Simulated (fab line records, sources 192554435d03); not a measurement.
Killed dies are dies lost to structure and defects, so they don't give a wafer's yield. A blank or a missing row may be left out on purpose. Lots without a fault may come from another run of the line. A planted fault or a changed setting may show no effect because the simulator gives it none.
Split-lot experiment | flow n5_finfet | 7 lots, 21 wafers read, on a route of 1938 steps

THE SPLIT
At N5_BEOL_M10_COAT_64 (time 60 s, resist thk 30 nm), the setting spin_rpm was moved away from the recipe's 1500 rpm on 11 of the 21 wafers read, by -10.4% to +10.9%. The other wafers ran this setting at the recipe's value.

FROM THE SPLIT TO THE READING: what the file shows between them, 3 steps
- N5_BEOL_M10_COAT_22: resist thk 90 nm
- N5_BEOL_M10_EBR_24
- N5_BEOL_M10_DESCUM_33: chemistry O2, time 7.9 s

THE READING
CAR-ArF_of_BEOL_M10_COAT_22.thk_nm (the simulator's own value, which no gauge read), in nm, at N5_BEOL_M10_ETCH_65 (etches SiARC in CF4, target depth 39 nm, time 65 s). The file gives no usual value for it. The 10 wafers here that ran the recipe average 55.2 nm, standard deviation 0.27 nm.

wafer  | tool, chamber at the split | spin_rpm as run, rpm | against the recipe | CAR-ArF_of_BEOL_M10_COAT_22.thk_nm, nm | against lot-mates on the recipe
L077.1 | litho_track-01, 0          | 1500                 | recipe             | 55.8                                   | -
L077.5 | litho_track-01, 0          | 1558                 | +3.9%              | 56                                     | +0.5
L077.6 | litho_track-01, 0          | 1500                 | recipe             | 55.2                                   | -
L074.1 | litho_track-02, 0          | 1344                 | -10.4%             | 54                                     | -1.6
L074.3 | litho_track-02, 0          | 1500                 | recipe             | 55.6                                   | -
L074.4 | litho_track-02, 0          | 1344                 | -10.4%             | 54.2                                   | -1.4
L079.3 | litho_track-01, 0          | 1389                 | -7.4%              | 54                                     | -1.2
L079.4 | litho_track-01, 0          | 1389                 | -7.4%              | 54.4                                   | -0.8
L079.5 | litho_track-01, 0          | 1500                 | recipe             | 55.2                                   | -
L083.1 | litho_track-02, 0          | 1563                 | +4.2%              | 56                                     | +1.0
L083.2 | litho_track-02, 0          | 1563                 | +4.2%              | 55.8                                   | +0.8
L083.4 | litho_track-02, 0          | 1500                 | recipe             | 55                                     | -
L091.2 | litho_track-01, 0          | 1500                 | recipe             | 55.2                                   | -
L091.5 | litho_track-01, 0          | 1415                 | -5.7%              | 54.4                                   | -0.8
L091.6 | litho_track-01, 0          | 1415                 | -5.7%              | 54.2                                   | -1.0
L094.1 | litho_track-02, 0          | 1500                 | recipe             | 55.2                                   | -
L094.3 | litho_track-02, 0          | 1664                 | +10.9%             | 56.6                                   | +1.4
L094.6 | litho_track-02, 0          | 1664                 | +10.9%             | 56.4                                   | +1.2
L092.2 | litho_track-01, 0          | 1500                 | recipe             | 54.8                                   | -
L092.3 | litho_track-01, 0          | 1500                 | recipe             | 55                                     | -
L092.4 | litho_track-01, 0          | 1500                 | recipe             | 55.2                                   | -

THE FIT
A straight line over all 21 wafers: CAR-ArF_of_BEOL_M10_COAT_22.thk_nm changes by +0.126 nm for each +1% of spin_rpm; r = +0.95; the points scatter about the line by 0.26 nm.
The same after taking each lot's own level away (the mean of its wafers on the recipe; 21 wafers): +0.138 nm for each +1%; r = +0.97; scatter 0.2 nm.
On that fit, the largest move of spin_rpm shifts the reading by 1.5 nm.
The lots' own levels span 55.00 to 55.60 nm, that is 2.2 times the standard deviation above.
So the lot-to-lot level changes the slope little: the two slopes agree.
Check: with one of the wafers moved furthest among these (+10.9%) left out of the fit, the line predicts +1.54 nm for it against its lot-mates. It came out at +1.4 nm against them.

OTHER SPLITS ON THESE WAFERS
These wafers also went through other splits before the reading. Each is held against what the fit with the lots' levels taken away leaves over:
other split on the same wafers | wafers away from the commonest value | r with CAR-ArF_of_BEOL_M10_COAT_22.thk_nm (lot level and that fit taken away)
N5_BEOL_M8_ETCH_65 source_w    | 9                                    | +0.24
N5_BEOL_M9_PECVD_70 time_s     | 5                                    | -0.12
N5_BEOL_M10_COAT_63 spin_rpm   | 10                                   | -0.12

THE WHOLE CHAIN: every reading that the file lists as answering this split, in the file's order
step                | what it does                                       | reading                                                                             | change (the file's fit)               | r (the file's)
N5_BEOL_M10_COAT_64 | time 60 s, resist thk 30 nm                        | SiARC_of_BEOL_M10_COAT_64.thk_nm (the simulator's own value, which no gauge read)   | -0.143 nm for each +1% of the setting | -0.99
N5_BEOL_M10_ETCH_65 | etches SiARC in CF4, target depth 39 nm, time 65 s | etch.depth_nm (the simulator's own value, which no gauge read)                      | -0.149 nm for each +1% of the setting | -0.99
N5_BEOL_M10_ETCH_65 | etches SiARC in CF4, target depth 39 nm, time 65 s | CAR-ArF_of_BEOL_M10_COAT_22.thk_nm (the simulator's own value, which no gauge read) | +0.138 nm for each +1% of the setting | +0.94

THE FILE'S OWN FIT
CAR-ArF_of_BEOL_M10_COAT_22.thk_nm changes by +0.138 nm for each +1% of spin_rpm, r = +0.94.
